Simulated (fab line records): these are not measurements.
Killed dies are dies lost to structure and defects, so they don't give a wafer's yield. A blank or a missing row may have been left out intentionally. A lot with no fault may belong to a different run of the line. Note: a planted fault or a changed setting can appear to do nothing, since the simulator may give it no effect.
Comparing a struck lot with a sound one | flow n5-finfet | 20 steps out of a route of 1938
Sound: the wafers L498.4, L498.5, L498.6. Wafers struck: L510.1, L510.2, L510.5. The cause is named last.
For every step that has rows: the tool of each side, followed by ch and its chambers, followed by its first start. Under that, the readings that differ: sound wafers | struck wafers | difference of the means | sigmas: that difference in standard deviations of wafers without a fault.
alike: same words and numbers on both sides, and readings whose means sit less than 2 such deviations apart. not compared: any withheld reading, any reading some wafer has no value for, any bound like >300 that may hide the same value, and any number with overlapping values for which the record gives no deviation.
A row with sigmas, a row that says differs or no value, or rows on one side alone: a step with any of these is where the two part. Non-overlapping numbers with no deviation appear without sigmas and do not part them. A reading missing from all wafers of one side parts the sides only when that side holds two or more wafers.

N5_BEOL_M0_SAQP_HM_DEP_02: deposits TiN, target thk 12 nm.
  struck on pvd-sputter-01, day 8 16:14; sound on pvd-sputter-03, day 5 11:35
  alike: throttle-valve-pct
N5_BEOL_M0_SAQP_PECVD_03: deposits SiCN from 3MS/NH3, target thk 12 nm, time 21.1 s.
  sound on pecvd-02 ch 0,1,2, day 5 11:44; struck on pecvd-03 ch 0,1, day 8 16:23
  alike: showerhead-plenum-p-Torr, throttle-valve-pct
N5_BEOL_M0_SAQP_PECVD_96: deposits a-Si from SiH4/He, target thk 45 nm, time 45.2 s.
  sound on pecvd-02 ch 0,1,2, day 5 11:46; struck on pecvd-03 ch 0,1, day 8 16:25
  alike: heater-power-w, showerhead-plenum-p-Torr, throttle-valve-pct
N5_BEOL_M0_SAQP_PECVD_97: deposits SiNx from SiH4/NH3/N2, target thk 23 nm, time 19.9 s.
  sound on pecvd-02 ch 0,1,2, day 5 11:49; struck on pecvd-03 ch 0,1, day 8 16:27
  alike: heater-power-w, showerhead-plenum-p-Torr, throttle-valve-pct
then, 1 step without rows for these wafers: N5_BEOL_M0_SAQP_PECVD_04 (deposits a-Si from SiH4/He, target thk 60 nm, time 60.2 s).
N5_BEOL_M0_SAQP_THK_MEAS_05:
  struck on film-metro-01, day 8 16:35; sound on film-metro-02, day 5 11:56
  alike: thk-nm
N5_BEOL_M0_SAQP_HM_DEP_111: deposits SiO2 from SiH4/N2O, target thk 12 nm, time 7.2 s.
  sound on pecvd-02 ch 0,1,2, day 5 11:59; struck on pecvd-02 ch 0,1, day 8 16:37
  alike: heater-power-w, showerhead-plenum-p-Torr
then, 5 steps without rows for these wafers: N5_BEOL_M0_SAQP_COAT_81 (time 60 s, resist thk 100 nm); N5_BEOL_M0_SAQP_COAT_82 (time 60 s, resist thk 30 nm); N5_BEOL_M0_SAQP_COAT_08 (resist thk 90 nm); N5_BEOL_M0_SAQP_EBR_10; N5_BEOL_M0_SAQP_SOFTBAKE_09 (time 60 s).
N5_BEOL_M0_SAQP_EXPOSE_11: exposes mask M0 CORE, target cd 42 nm.
  sound on arfi-scanner-03 ch 0, day 5 12:18; struck on arfi-scanner-03 ch 0, day 8 16:50
  reading                              | sound | struck   | difference | sigmas
  model.BEOL_M0_SAQP.overlay-x-nm (nm) | 0 0 0 | 19 19 19 | +19        |
  alike: mask
then, 2 steps without rows for these wafers: N5_BEOL_M0_SAQP_PEB_12 (peb time 60 s); N5_BEOL_M0_SAQP_DEVELOP_13 (develop time 30 s).
N5_BEOL_M0_SAQP_CD_MEAS_14 targets a cd of 42.5 nm.
  sound on cd-sem-01 ch 0, day 5 12:25; struck on cd-sem-01 ch 0, day 8 16:58
  reading    | sound          | struck         | difference | sigmas
  cd-nm (nm) | 42.6 42.8 43.3 | 41.8 41.0 41.6 | -1.4       | -3
N5_BEOL_M0_SAQP_OVL_MEAS_15:
  sound on overlay-01 ch 0, day 5 12:26; struck on overlay-01 ch 0, day 8 17:00
  reading          | sound         | struck         | difference | sigmas
  M0_CORE_OVL (nm) | 0.4 -0.6 -0.3 | 20.5 19.5 20.0 | +20.2      | +23
N5_BEOL_M0_SAQP_INSPECT_16: inspects for defects (brightfield).
  struck on defect-inspect-02, day 8 17:01; sound on defect-inspect-01, day 5 12:28
  alike: raw-defect-count
-- the record jumps here: 3 days lie between the struck wafers' starts before and after (it left off in module BEOL_M0_SAQP and takes up again in module BEOL_M4, whose first step shown is number 1111 of the route) --
N5_BEOL_M4_RC_MEAS_101:
  sound on prober-01 ch 0, day 7 14:28; struck on prober-01 ch 0, day 11 05:36
  alike: DIBL_N, DIBL_P, IOFF_N, IOFF_P, ION_N, ION_P, SS_N, SS_P, VT_N, VT_P
next, for these wafers, 1 step has no rows: N5_PASSIVATION_PROBE_49.

## WHERE THEY PART
At N5_BEOL_M0_SAQP_CD_MEAS_14 first; at N5_BEOL_M0_SAQP_OVL_MEAS_15 last (within this record only). Later steps at which nothing parts them and some readings are alike: N5_BEOL_M0_SAQP_INSPECT_16, N5_BEOL_M4_RC_MEAS_101.

WHY: the cause the simulator had injected
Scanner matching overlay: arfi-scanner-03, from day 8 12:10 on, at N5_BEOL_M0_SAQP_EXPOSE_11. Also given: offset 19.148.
